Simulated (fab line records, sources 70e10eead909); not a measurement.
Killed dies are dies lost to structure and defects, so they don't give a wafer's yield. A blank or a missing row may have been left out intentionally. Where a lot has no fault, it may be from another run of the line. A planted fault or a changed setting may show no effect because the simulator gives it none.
fab line records | flow nandHarc | part 1 of 2: steps 1 to 4 of 6
record: lots: 23 wafers: 69 lastDay: 33
route steps=1302 shown A_CHANNEL_HOLE_D2@598 A_CHANNEL_FILL_D2@614 A_STAIRCASE@652
lots that met no fault: taken from a fault-free run of the same line
startH: hours from the record's first day to the start of the lot's first wafer shown | waitH: time in hours since the lot's previous step | " the same as in the row above | L1.1+2: a single row standing in for several wafers | - value missing, or start not given | * or withheld: withheld | < > ~ a bound
route shown NAME@n: NAME is a module with steps in the file, n the number in the route of the first one | usual: average and standard deviation across the fault-free wafers | same: alike in all rows | chamber/n: place in a boat | sites: readings site by site | _std_site: standard deviation across them | _edge_site: outer sites' mean less inner sites' | radiusMm: for every site, how far away it sits from the centre of the wafer | mask NAME#n: copy n | behind: tool/chamber where the wafer was last shaped | hold: cause of the lot's hold/its duration in hours/its outcome | device: names the non-switching transistor (n, p or np) | end of line: at the end of the route, the tests of the same wafers | for a step that has no rows: nothing shown but its recipe | killed: dies that structure and defects cost at the first sort, which is not the same as the wafer's yield | map: the dies of a wafer, with x for killed, . for not killed, _ for no die there
set.NAME: the setting that was run; set.NAME@STEP: the one run at that earlier step | model.NAME: the simulator's own value behind a step, which no gauge read
route steps across a sampled set of lots; one table per step, one row per wafer
services: the hour from which a tool's chamber was out of use, counted from the record's first day as startH (under 0 if before that day), plus the number of hours and why
== steps ==
step: NHARC_A_CHANNEL_HOLE_D2_ETCH_26
recipe: biasV: 300 sourceW: 2000 pressureMtorr: 30 timeS: 224.1 arFlowSccm: 375 c4f8FlowSccm: 11.4 o2FlowSccm: 113.6 tempC: -20 targetDepthA: 3000 chemistry: C4F8/O2/Ar
usual: biasV: 300.0/2.8 chamberPressureMTorr: 30.001/0.027 drypumpMotorCurrentA: 5.9/0.62 o2FlowSccm: 113.6/0.32 showerheadPlenumPTorr: 3.71/0.12 throttleValvePct: 24.583/0.0094
columns lot.wafer tool chamber startH waitH biasV chamberPressureMTorr drypumpMotorCurrentA o2FlowSccm rfHoursCounterH showerheadPlenumPTorr throttleValvePct
L074.1 harEtch-01 0 300.30 0.7 297.0 30.036 5.6 113.7 152 3.63 24.568
L074.2 " 1 " " 296.0 30.054 6.8 113.7 152 3.75 24.567
L074.3 " 1 " " 300.0 30.004 6.8 113.8 - 3.75 24.582
L075.2 harEtch-02 1 314.57 0.7 301.8 29.990 5.1 113.5 376 3.59 24.592
L075.4 " 0 " " 302.9 29.967 5.8 113.5 - 3.77 24.588
L075.6 " 0 " " 302.8 30.002 5.8 113.6 - 3.77 24.583
L076.2 harEtch-01 0 314.68 0.6 299.4 29.950 5.6 113.8 164 3.62 24.585
L076.3 " 1 " " 301.1 30.008 6.8 113.9 - 3.74 24.583
L076.6 " 1 " " 303.1 29.991 6.8 113.6 - 3.74 24.590
L077.4 harEtch-02 0 332.72 0.5 296.2 29.984 5.7 113.5 - 3.77 24.589
L077.5 " 0 " " 301.6 29.978 5.7 113.3 - 3.77 24.590
L077.6 " 1 " " 301.3 30.017 5.2 113.6 - 3.59 24.568
L078.4 harEtch-01 1 332.78 0.5 296.2 30.033 6.8 112.8 - 3.73 24.574
L078.3 " 0 " " 294.2 29.965 5.6 114.0 - 3.62 24.597
L078.6 " 0 " " 301.9 30.058 5.6 113.3 - 3.62 24.579
L079.1 harEtch-01 0 346.07 0.7 301.8 30.006 5.6 113.7 179 3.61 24.588
L079.4 " 1 " " 300.8 29.978 6.8 113.1 - 3.73 24.584
L079.5 " 0 " " 303.2 30.034 5.6 113.3 - 3.61 24.576
L080.4 harEtch-02 1 346.53 0.5 300.9 29.996 5.1 113.8 - 3.58 24.597
L080.3 " 0 " " 300.7 29.945 5.8 113.7 - 3.76 24.576
L080.5 " 0 " " 300.4 30.030 5.8 113.6 - 3.76 24.579
L081.2 harEtch-01 1 364.71 0.7 305.8 30.076 6.8 113.5 191 3.72 24.578
L081.3 " 1 " " 301.5 30.059 6.8 113.5 - 3.72 24.603
L081.5 " 1 " " 296.4 29.966 6.8 113.8 - 3.72 24.593
L082.2 harEtch-01 0 376.47 0.7 304.4 29.970 5.7 113.1 202 3.60 24.576
L082.4 " 1 " " 302.4 29.967 6.8 113.4 - 3.72 24.585
L082.5 " 0 " " 303.6 30.030 5.6 113.3 - 3.60 24.582
L083.1 harEtch-01 1 389.30 0.7 302.9 29.988 6.8 113.3 213 3.71 24.587
L083.6 " 1 " " 303.7 30.040 6.8 113.7 - 3.71 24.586
L083.5 " 0 " " 297.9 30.005 5.6 114.0 - 3.60 24.574
L084.1 harEtch-01 0 393.49 0.6 300.9 30.019 5.6 113.9 217 3.59 24.600
L084.3 " 0 " " 299.7 29.981 5.6 114.2 - 3.59 24.583
L084.6 " 0 " " 301.9 30.034 5.6 113.7 - 3.59 24.604
L085.4 harEtch-01 0 401.47 0.5 302.2 29.956 5.6 113.5 - 3.59 24.575
L085.3 " 1 " " 296.2 30.054 6.8 114.1 - 3.70 24.586
L085.6 " 1 " " 299.5 29.957 6.8 113.5 - 3.70 24.598
L087.1 harEtch-02 1 419.63 0.6 302.8 30.010 5.1 113.7 15 3.98 24.586
L087.4 " 0 " " 298.6 29.978 5.8 113.8 - 3.75 24.591
L087.3 " 1 " " 297.1 30.027 5.1 113.8 - 3.98 24.586
L086.4 harEtch-01 0 421.18 0.4 300.6 30.013 5.6 113.3 - 3.58 24.582
L086.5 " 1 " " 299.9 29.986 6.8 113.8 - 3.70 24.594
L086.6 " 0 " " 297.5 30.026 5.6 113.4 - 3.58 24.594
L088.2 harEtch-02 1 438.56 0.7 301.8 29.965 5.1 113.7 23 3.98 24.583
L088.4 " 0 " " 302.0 29.992 5.8 113.4 - 3.74 24.590
L088.5 " 1 " " 298.8 29.982 5.2 113.8 - 3.98 24.569
L089.1 harEtch-01 0 440.06 0.7 300.6 29.979 5.6 113.8 244 3.58 24.573
L089.3 " 1 " " 303.6 29.992 6.8 113.5 - 3.69 24.590
L089.6 " 1 " " 302.4 29.988 6.8 113.7 - 3.69 24.576
L090.1 harEtch-02 1 459.31 0.6 300.9 30.017 5.2 113.7 38 3.97 24.566
L090.4 " 0 " " 303.2 30.005 5.7 113.8 - 3.73 24.581
L090.3 " 1 " " 297.1 29.968 5.1 113.8 - 3.97 24.583
L091.2 harEtch-02 1 469.41 0.7 303.0 30.014 5.2 114.0 46 3.96 24.573
L091.3 " 1 " " 299.3 29.975 5.2 113.8 - 3.96 24.580
L091.5 " 0 " " 301.7 29.989 5.7 113.4 - 3.73 24.574
L092.1 harEtch-01 1 487.04 0.7 291.4 29.985 6.8 113.5 271 3.68 24.585
L092.2 " 0 " " 297.6 30.049 5.6 113.5 271 3.56 24.596
L092.4 " 1 " " 295.3 29.984 6.8 113.3 - 3.68 24.573
L093.1 harEtch-01 0 491.22 0.7 302.6 29.975 5.6 113.5 274 3.56 24.583
L093.3 " 1 " " 298.5 29.951 6.8 114.0 - 3.68 24.584
L093.5 " 1 " " 302.7 29.994 6.8 113.4 - 3.68 24.579
L094.2 harEtch-02 0 494.62 0.7 297.8 30.015 5.8 113.3 61 3.72 24.587
L094.4 " 0 " " 301.6 29.980 5.8 113.6 - 3.72 24.581
L094.6 " 0 " " 298.5 29.970 5.7 113.3 - 3.72 24.582
L095.2 harEtch-02 1 511.55 0.7 298.0 29.978 5.1 114.0 72 3.95 24.577
L095.4 " 0 " " 301.3 30.005 5.8 113.2 - 3.71 24.578
L095.5 " 1 " " 299.4 29.953 5.1 113.9 - 3.95 24.583
L096.4 harEtch-01 1 519.20 0.5 300.2 29.991 6.8 113.6 - 3.67 24.603
L096.5 " 1 " " 296.0 29.983 6.8 113.7 - 3.67 24.575
L096.6 " 0 " " 302.0 29.982 5.6 113.2 - 3.55 24.577
step: NHARC_A_CHANNEL_HOLE_D2_ETCH_27
recipe: biasV: 400 sourceW: 2000 pressureMtorr: 25 timeS: 90 arFlowSccm: 375 c4f8FlowSccm: 41.7 o2FlowSccm: 83.3 tempC: -20 targetDepthA: 4000 chemistry: C4F8/O2/Ar
usual: biasV: 399/4.2 chamberPressureMTorr: 25.001/0.024 drypumpMotorCurrentA: 5.9/0.62 o2FlowSccm: 83.26/0.28 showerheadPlenumPTorr: 3.71/0.12 throttleValvePct: 27.620/0.0084
columns lot.wafer tool chamber startH waitH biasV chamberPressureMTorr drypumpMotorCurrentA o2FlowSccm rfHoursCounterH showerheadPlenumPTorr throttleValvePct
L074.1 harEtch-01 0 300.50 0.2 392 25.009 5.6 82.91 152 3.63 27.611
L074.2 " 1 " " 400 25.015 6.8 83.24 152 3.74 27.617
L074.3 " 1 " " 402 25.020 6.8 83.25 - 3.74 27.622
L075.2 harEtch-02 1 314.76 0.2 398 24.986 5.2 83.72 376 3.59 27.620
L075.4 " 0 " " 399 24.989 5.8 83.17 - 3.77 27.618
L075.6 " 0 " " 400 25.020 5.8 83.05 - 3.77 27.626
L076.2 harEtch-01 0 314.88 0.2 397 25.041 5.6 83.07 164 3.62 27.611
L076.3 " 1 " " 405 24.990 6.8 83.18 - 3.73 27.622
L076.6 " 1 " " 399 25.023 6.8 83.48 - 3.73 27.621
L077.4 harEtch-02 0 332.92 0.2 389 24.975 5.8 83.58 - 3.76 27.608
L077.5 " 0 " " 397 24.977 5.7 83.80 - 3.76 27.604
L077.6 " 1 " " 398 24.988 5.1 83.30 - 3.58 27.614
L078.4 harEtch-01 1 332.98 0.2 398 24.985 6.8 83.85 - 3.73 27.622
L078.3 " 0 " " 402 24.997 5.6 83.55 - 3.61 27.617
L078.6 " 0 " " 403 25.034 5.6 83.54 - 3.61 27.612
L079.1 harEtch-01 0 346.26 0.2 402 25.018 5.7 83.34 179 3.61 27.618
L079.4 " 1 " " 399 24.972 6.8 83.12 - 3.72 27.623
L079.5 " 0 " " 400 24.990 5.6 83.28 - 3.61 27.621
L080.4 harEtch-02 1 346.73 0.2 399 25.033 5.2 83.17 - 3.58 27.608
L080.3 " 0 " " 400 24.970 5.8 83.25 - 3.76 27.614
L080.5 " 0 " " 406 24.992 5.7 82.98 - 3.76 27.625
L081.2 harEtch-01 1 364.91 0.2 399 25.048 6.8 83.55 191 3.72 27.630
L081.3 " 1 " " 398 24.985 6.8 83.18 - 3.72 27.619
L081.5 " 1 " " 399 25.005 6.8 83.52 - 3.72 27.620
L082.2 harEtch-01 0 376.66 0.2 403 25.036 5.6 83.46 202 3.60 27.601
L082.4 " 1 " " 409 25.004 6.8 83.04 - 3.71 27.625
L082.5 " 0 " " 402 24.997 5.6 83.15 - 3.60 27.622
L083.1 harEtch-01 1 389.50 0.2 400 25.031 6.8 83.72 213 3.71 27.604
L083.6 " 1 " " 389 24.991 6.8 83.91 - 3.71 27.618
L083.5 " 0 " " 398 25.008 5.6 83.33 - 3.59 27.627
L084.1 harEtch-01 0 393.69 0.2 402 25.004 5.6 83.16 217 3.59 27.608
L084.3 " 0 " " 405 25.011 5.6 83.67 - 3.59 27.619
L084.6 " 0 " " 403 24.995 5.6 83.54 - 3.59 27.616
L085.4 harEtch-01 0 401.67 0.2 397 25.004 5.6 83.28 - 3.59 27.628
L085.3 " 1 " " 395 25.004 6.8 83.73 - 3.70 27.613
L085.6 " 1 " " 397 24.956 6.8 83.35 - 3.70 27.626
L087.1 harEtch-02 1 419.83 0.2 394 24.981 5.2 83.44 15 3.97 27.615
L087.4 " 0 " " 396 24.996 5.8 83.67 - 3.74 27.623
L087.3 " 1 " " 395 25.038 5.1 83.89 - 3.97 27.618
L086.4 harEtch-01 0 421.37 0.2 395 24.991 5.6 83.16 - 3.58 27.617
L086.5 " 1 " " 397 24.983 6.8 83.12 - 3.69 27.632
L086.6 " 0 " " 397 24.983 5.6 83.04 - 3.58 27.622
L088.2 harEtch-02 1 438.75 0.2 392 24.982 5.1 83.01 23 3.97 27.615
L088.4 " 0 " " 401 24.977 5.7 83.00 - 3.73 27.608
L088.5 " 1 " " 393 25.013 5.2 82.95 - 3.97 27.598
L089.1 harEtch-01 0 440.25 0.2 398 25.001 5.6 83.31 244 3.58 27.638
L089.3 " 1 " " 405 25.030 6.8 83.62 - 3.69 27.612
L089.6 " 1 " " 410 25.031 6.8 83.33 - 3.69 27.619
L090.1 harEtch-02 1 459.51 0.2 399 25.042 5.2 83.45 38 3.96 27.626
L090.4 " 0 " " 406 25.010 5.8 83.18 - 3.73 27.619
L090.3 " 1 " " 397 25.026 5.2 83.15 - 3.96 27.615
L091.2 harEtch-02 1 469.61 0.2 399 25.034 5.1 83.56 46 3.95 27.614
L091.3 " 1 " " 397 25.006 5.1 83.89 - 3.95 27.618
L091.5 " 0 " " 398 24.979 5.8 83.60 - 3.72 27.618
L092.1 harEtch-01 1 487.24 0.2 400 25.003 6.8 83.02 271 3.67 27.623
L092.2 " 0 " " 400 24.953 5.6 82.54 271 3.56 27.622
L092.4 " 1 " " 402 24.977 6.8 82.88 - 3.67 27.630
L093.1 harEtch-01 0 491.42 0.2 400 25.010 5.6 82.70 275 3.56 27.621
L093.3 " 1 " " 398 24.953 6.8 83.24 - 3.67 27.610
L093.5 " 1 " " 405 24.993 6.8 82.81 - 3.67 27.613
L094.2 harEtch-02 0 494.83 0.2 400 25.006 5.7 83.44 61 3.71 27.612
L094.4 " 0 " " 393 24.966 5.7 83.21 - 3.71 27.622
L094.6 " 0 " " 398 24.963 5.7 83.10 - 3.71 27.625
L095.2 harEtch-02 1 511.75 0.2 398 24.962 5.1 83.05 72 3.94 27.638
L095.4 " 0 " " 402 24.989 5.8 83.08 - 3.71 27.613
L095.5 " 1 " " 394 25.022 5.2 82.71 - 3.94 27.622
L096.4 harEtch-01 1 519.40 0.2 400 24.976 6.8 83.54 - 3.66 27.638
L096.5 " 1 " " 398 24.972 6.8 83.32 - 3.66 27.615
L096.6 " 0 " " 393 25.020 5.6 83.56 - 3.55 27.636
step: NHARC_A_CHANNEL_HOLE_D2_CD_MEAS_31
usual: cdNm: 89.3/1.1
columns lot.wafer tool chamber startH waitH cdNm
L074.1 cdSem-03 - 302.05 - 87.7
L074.2 " - " " 90.6
L074.3 " - " " 88.3
L075.2 cdSem-03 - 316.31 - 90.8
L075.4 " - " " 89.8
L075.6 " - " " 87.7
L076.2 cdSem-01 - 316.40 - 89.6
L076.3 " - " " 86.2
L076.6 " - " " 88.5
L078.3 cdSem-01 - 334.48 - 86.7
L078.4 " - " " 88.1
L078.6 " - " " 87.5
L077.4 cdSem-02 - 334.57 - 89.8
L077.5 " - " " 87.9
L077.6 " - " " 89.1
L079.1 cdSem-01 - 347.80 - 89.7
L079.4 " - " " 88.5
L079.5 " - " " 88.3
L080.3 cdSem-01 - 348.21 - 89.5
L080.4 " - " " 88.1
L080.5 " - " " 89.0
L081.2 cdSem-02 - 366.46 - 89.3
L081.3 " - " " 91.1
L081.5 " - " " 88.4
L082.2 cdSem-02 - 378.21 - 87.7
L082.4 " - " " 88.8
L082.5 " - " " 89.2
L083.1 cdSem-02 - 391.06 - 90.4
L083.5 " - " " 90.2
L083.6 " - " " 91.6
L084.1 cdSem-03 - 395.20 - 89.7
L084.3 " - " " 90.2
L084.6 " - " " 90.0
L085.3 cdSem-03 - 403.15 - 87.2
L085.4 " - " " 88.1
L085.6 " - " " 88.4
L087.1 cdSem-01 - 421.34 - 90.2
L087.3 " - " " 89.6
L087.4 " - " " 88.2
L086.4 cdSem-02 - 422.82 - 88.2
L086.5 " - " " 88.9
L086.6 " - " " 88.8
L088.2 cdSem-01 - 440.30 - 88.1
L088.4 " - " " 90.2
L088.5 " - " " 89.2
L089.1 cdSem-03 - 441.79 - 90.1
L089.3 " - " " 89.4
L089.6 " - " " 89.5
L090.1 cdSem-01 - 461.02 - 89.9
L090.3 " - " " 89.6
L090.4 " - " " 90.6
L091.2 cdSem-02 - 471.16 - 90.0
L091.3 " - " " 89.2
L091.5 " - " " 90.3
L092.1 cdSem-02 - 488.78 - 88.7
L092.2 " - " " 90.0
L092.4 " - " " 88.1
L093.1 cdSem-02 - 492.96 - 89.2
L093.3 " - " " 90.7
L093.5 " - " " 88.1
L094.2 cdSem-03 - 496.37 - 90.2
L094.4 " - " " 89.6
L094.6 " - " " 91.1
L095.2 cdSem-03 - 513.62 - 89.0
L095.4 " - " " 90.8
L095.5 " - " " 88.3
L096.4 cdSem-03 - 520.90 - 91.0
L096.5 " - " " 89.7
L096.6 " - " " 89.2
step: NHARC_A_CHANNEL_FILL_D2_ALD_14
recipe: targetThkA: 25 pulseTimeS: 10 aldCycles: 25 tempC: 300 material: SiO2
usual: heaterPowerW: 453/35 precursorPulseHeightRel: 1.000/0.021
columns lot.wafer tool chamber startH waitH heaterPowerW precursorPulseHeightRel
L074.2 aldHk-02 1 310.44 1.0 429 1.031
L074.3 " 2 " " 415 1.036
L074.1 " 3 " " 524 1.003
L075.4 aldHk-02 3 323.72 0.0 518 1.008
L075.2 " 2 " " 412 0.997
L075.6 " 0 " " 508 1.017
L076.3 aldHk-01 2 323.72 0.1 486 0.993
L076.2 " 3 " " 452 1.006
L076.6 " 2 " " 468 0.984
L077.4 aldHk-02 1 341.96 0.0 418 0.974
L077.5 " 1 " " 433 1.017
L077.6 " 2 " " 418 1.013
L078.3 aldHk-01 2 342.04 0.1 469 0.993
L078.4 " 3 " " 472 1.027
L078.6 " 1 " " 442 0.994
L080.4 aldHk-04 2 356.53 1.4 448 0.999
L080.3 " 0 " " 434 0.977
L080.5 " 2 " " 449 0.978
L079.1 aldHk-01 3 356.67 1.6 465 1.015
L079.4 " 0 " " 478 1.010
L079.5 " 1 " " 448 0.998
L081.2 aldHk-01 0 375.20 0.0 480 0.975
L081.3 " 2 " " 471 0.982
L081.5 " 1 " " 442 0.989
L082.4 aldHk-01 3 391.85 0.4 466 1.020
L082.2 " 0 " " 479 0.993
L082.5 " 0 " " 473 0.974
L083.1 aldHk-04 0 398.53 0.0 437 0.987
L083.6 " 0 " " 434 0.996
L083.5 " 1 " " 420 0.968
L084.1 aldHk-02 1 404.07 0.1 430 1.044
L084.3 " 3 " " 479 0.995
L084.6 " 0 " " 468 1.008
L085.3 aldHk-04 2 410.48 0.0 442 0.986
L085.4 " 0 " " 449 1.055
L085.6 " 2 " " 447 0.992
L087.4 aldHk-02 0 428.75 0.1 462 0.955
L087.1 " 1 " " 428 1.003
L087.3 " 2 " " 417 0.975
L086.4 aldHk-02 3 429.01 0.3 478 0.948
L086.5 " 1 " " 423 1.008
L086.6 " 2 " " 412 0.991
L088.2 aldHk-04 3 447.71 0.1 522 0.997
L088.4 " 0 " " 409 1.009
L088.5 " 3 " " 517 1.010
L089.1 aldHk-01 2 447.75 0.1 482 1.015
L089.3 " 3 " " 467 1.032
L089.6 " 1 " " 446 1.000
L090.4 aldHk-04 0 468.40 0.0 402 0.993
L090.1 " 2 " " 441 0.992
L090.3 " 3 " " 535 0.975
L091.3 aldHk-02 2 478.57 0.1 414 0.997
L091.2 " 3 " " 496 1.016
L091.5 " 1 " " 436 1.012
L092.1 aldHk-04 1 496.21 0.0 415 0.997
L092.4 " 2 " " 446 1.003
L092.2 " 0 " " 399 0.992
L093.3 aldHk-04 2 500.88 0.1 449 1.043
L093.1 " 3 " " 528 0.997
L093.5 " 1 " " 409 0.983
L094.4 aldHk-01 2 503.83 0.0 481 1.000
L094.2 " 3 " " 451 0.963
L094.6 " 3 " " 450 0.967
L095.4 aldHk-04 1 521.02 0.1 416 0.982
L095.2 " 3 " " 523 1.002
L095.5 " 0 " " 392 1.006
L096.4 aldHk-04 0 525.97 0.1 410 1.049
L096.6 " 3 " " 530 1.004
L096.5 " 0 " " 416 0.993
